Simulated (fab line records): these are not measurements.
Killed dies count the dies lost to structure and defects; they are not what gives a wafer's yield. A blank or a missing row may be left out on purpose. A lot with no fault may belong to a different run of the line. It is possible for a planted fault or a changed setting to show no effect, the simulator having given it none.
A struck lot beside a sound one    flow nandHarc    37 out of 1302 route steps
Sound: these wafers, L961.2, L961.3, L961.5. Wafers struck: L971.3, L971.4, L971.5. The cause is given at the end.
Each step with rows lists, per side, the tool, then ch with its chambers, then its first start. Under that, the readings that differ: sound wafers    struck wafers    difference of the means    sigmas: that difference in standard deviations of wafers without a fault.
alike: words and numbers the same on both sides, and readings whose means are apart by under 2 such deviations; not compared: readings that were withheld, readings missing a value for some wafer, numbers with overlapping values and no deviation given by the record, and bounds like >300 which may hide the same value.
The two part at a step that has a row with sigmas, a row that says differs or no value, or rows on one side only. Numbers that don't overlap but have no deviation are shown without sigmas and don't part them. A reading missing from all wafers of one side parts the sides only when that side holds two or more wafers.

NHARC_A_STAIRCASE_STRIP_316: strips in O2.
  sound on rieDiel-06 ch 1,2; struck on rieDiel-06 ch 1,2,3
reading              sound              struck             difference  sigmas
oesProductAu (a.u.)  0.981 0.987 0.989  1.008 1.004 1.010  +0.022      +2
  alike: chamberPressureMTorr, drypumpMotorCurrentA, rfVppV, showerheadPlenumPTorr, throttleValvePct
  not compared: rfHoursCounterH
then, 3 steps without rows for these wafers: NHARC_A_STAIRCASE_STRIP_317 (strips in SPM, time 900 s); NHARC_A_STAIRCASE_PRECLEAN_318 (cleans in SC1); NHARC_A_STAIRCASE_SRD_329.
NHARC_A_STAIRCASE_ALD_415: deposits SiO2, target thk 30 nm, pulse time 6 s, ald cycles 300.
  sound on aldHk-04 ch 0,2, day 20 11:10; struck on aldHk-02 ch 0,1,3, day 24 14:22
  alike: heaterPowerOuterW, heaterPowerW, precursorPulseHeightRel
  not compared: sinceWetCleanH
then, 6 steps without rows for these wafers: NHARC_A_STAIRCASE_ETCHBACK_416 (etches the open film in C4F8/O2/Ar, target depth 36 nm, time 7.2 s); NHARC_A_STAIRCASE_STRIP_476 (strips in O2, time 20 s); NHARC_A_STAIRCASE_DEP_417 (deposits Si3N4, target thk 60 nm); NHARC_A_STAIRCASE_WET_418 (chemistry H3PO4, target depth 20 nm); NHARC_A_STAIRCASE_PRECLEAN_419 (cleans in SC1); NHARC_A_STAIRCASE_SRD_421.
NHARC_A_STAIRCASE_ALD_420: deposits SiO2, target thk 20 nm, pulse time 6 s, ald cycles 200.
  sound on aldHk-04 ch 0,2, day 20 16:05; struck on aldHk-02 ch 0,2,3, day 24 19:06
  alike: heaterPowerOuterW, heaterPowerW, precursorPulseHeightRel
  not compared: sinceWetCleanH
then, 3 steps without rows for these wafers: NHARC_A_STAIRCASE_CVD_552 (deposits SiNx, target thk 40 nm); NHARC_A_STAIRCASE_DEP_151 (deposits SiO2, target thk 7200 nm); NHARC_A_STAIRCASE_ANNEAL_320 (time 1800 s).
NHARC_A_STAIRCASE_DEP_322: deposits SiO2, target thk 7200 nm.
  sound on pecvd-01 ch 1,2, day 21 06:34; struck on pecvd-01 ch 0,1,2, day 25 13:13
  alike: heaterPowerOuterW, heaterPowerW
  not compared: sinceWetCleanH
then, 12 steps without rows for these wafers: NHARC_A_STAIRCASE_ANNEAL_323 (time 1800 s); NHARC_A_STAIRCASE_DEP_325 (deposits SiO2, target thk 7200 nm); NHARC_A_STAIRCASE_ANNEAL_326 (time 1800 s); NHARC_A_STAIRCASE_DEHYDRATE_433 (time 120 s); NHARC_A_STAIRCASE_HMDS_434 (time 30 s); NHARC_A_STAIRCASE_COAT_435; NHARC_A_STAIRCASE_SOFTBAKE_436 (time 170 s); NHARC_A_STAIRCASE_EBR_437; NHARC_A_STAIRCASE_EXPOSE_438 (exposes mask STAIR REV); NHARC_A_STAIRCASE_PEB_439 (peb time 130 s); NHARC_A_STAIRCASE_DEVELOP_440 (time 140 s); NHARC_A_STAIRCASE_HARDBAKE_442 (time 140 s).
NHARC_A_STAIRCASE_DESCUM_443: chemistry O2, time 3 s.
  sound on rieDiel-13 ch 0,2,3, day 21 22:59; struck on rieDiel-06 ch 0,2,3, day 26 08:21
  alike: chamberPressureMTorr, drypumpMotorCurrentA, oesProductAu, rfVppV, showerheadPlenumPTorr, throttleValvePct
  not compared: rfHoursCounterH
then, 5 steps without rows for these wafers: NHARC_A_STAIRCASE_ETCH_444 (etches the open film in C4F8/O2, target depth 20400 nm, time 6800 s); NHARC_A_STAIRCASE_STRIP_446 (strips in O2); NHARC_A_STAIRCASE_STRIP_447 (strips in SPM, time 900 s); NHARC_A_STAIRCASE_PRECLEAN_448 (cleans in SC1); NHARC_A_STAIRCASE_SRD_449.
NHARC_A_STAIRCASE_CMP_450: polishes SiO2, target thk 200 nm.
  sound on cmp-03 ch 1,2, day 22 04:11; struck on cmp-02 ch 1,2,3, day 26 13:37
  alike: motorCurrentA, slurryFilterDpKPa, slurryFlowMlMin
then, 1 step without rows for these wafers: NHARC_A_STAIRCASE_CMP_152 (polishes).
-- jump in the record: it breaks off in module A_STAIRCASE and resumes in module END (first step shown: number 1302 of the route), and 6 days separate the struck wafers' starts before and after --
NHARC_END_SORT_01:
  at this point the record logs the struck wafers (prober-01 ch 0, day 32 05:10) and has no rows for the sound ones

WHERE THEY PART
First at NHARC_A_STAIRCASE_STRIP_316; last, within this record, at NHARC_END_SORT_01.

WHY: what had been put in by the simulator
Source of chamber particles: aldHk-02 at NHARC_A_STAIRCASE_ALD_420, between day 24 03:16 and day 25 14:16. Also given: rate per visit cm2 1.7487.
